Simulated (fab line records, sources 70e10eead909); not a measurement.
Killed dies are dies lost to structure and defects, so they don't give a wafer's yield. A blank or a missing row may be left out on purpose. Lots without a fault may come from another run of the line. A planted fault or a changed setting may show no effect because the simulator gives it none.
Which tool did it? | flow nand_harc | 11 lots, 33 wafers sampled, at 1 step of a route of 1302

WHAT THE GAUGES READ, wafer by wafer
NHARC_A_M1_CD_MEAS_09: target cd 120 nm.
lot  | measured     | on        | cd_nm (nm)
L839 | day 23 05:45 | cd_sem-01 | 120.7 120.0 119.7
L842 | day 24 03:05 | cd_sem-02 | 119.8 119.9 120.0
L843 | day 24 11:23 | cd_sem-01 | 119.3 119.8 119.4
L844 | day 24 16:18 | cd_sem-03 | 119.0 119.2 119.9
L845 | day 24 17:32 | cd_sem-01 | 119.7 120.0 120.4
L846 | day 26 01:48 | cd_sem-01 | 120.3 120.5 120.1
L851 | day 27 21:55 | cd_sem-01 | 120.1 118.8 119.4
L857 | day 30 09:33 | cd_sem-02 | 119.5 118.8 119.3
L859 | day 30 23:37 | cd_sem-01 | 119.8 119.9 118.8
L860 | day 31 13:19 | cd_sem-01 | 120.0 120.1 119.8
L862 | day 32 08:31 | cd_sem-02 | 119.8 119.8 120.6

WHICH TOOL RAN EACH LOT (tool, then ch and the chambers of the sampled wafers, then the start)
The record holds no process step before these readings.

THE ANSWER, worked out from the rows above alone
Rule: what is usual is taken from the lots themselves. Put in order of their means at a reading, lots are off if they are a third of the lots or fewer, leave a main group of 4 or more, and stand apart from it by a gap of 3 or more times the standard deviation of the main group's means; of several such gaps the widest counts. A main group whose means are all the same, to the digits that the tables above print for the reading, isn't used. A lot without any number at a reading at which 4 lots or more have one is off too. The other lots that the step has rows for count as sound.
No lot is off at any reading shown: from this, nothing can be told.

WHAT THE SIMULATOR HAD PUT IN
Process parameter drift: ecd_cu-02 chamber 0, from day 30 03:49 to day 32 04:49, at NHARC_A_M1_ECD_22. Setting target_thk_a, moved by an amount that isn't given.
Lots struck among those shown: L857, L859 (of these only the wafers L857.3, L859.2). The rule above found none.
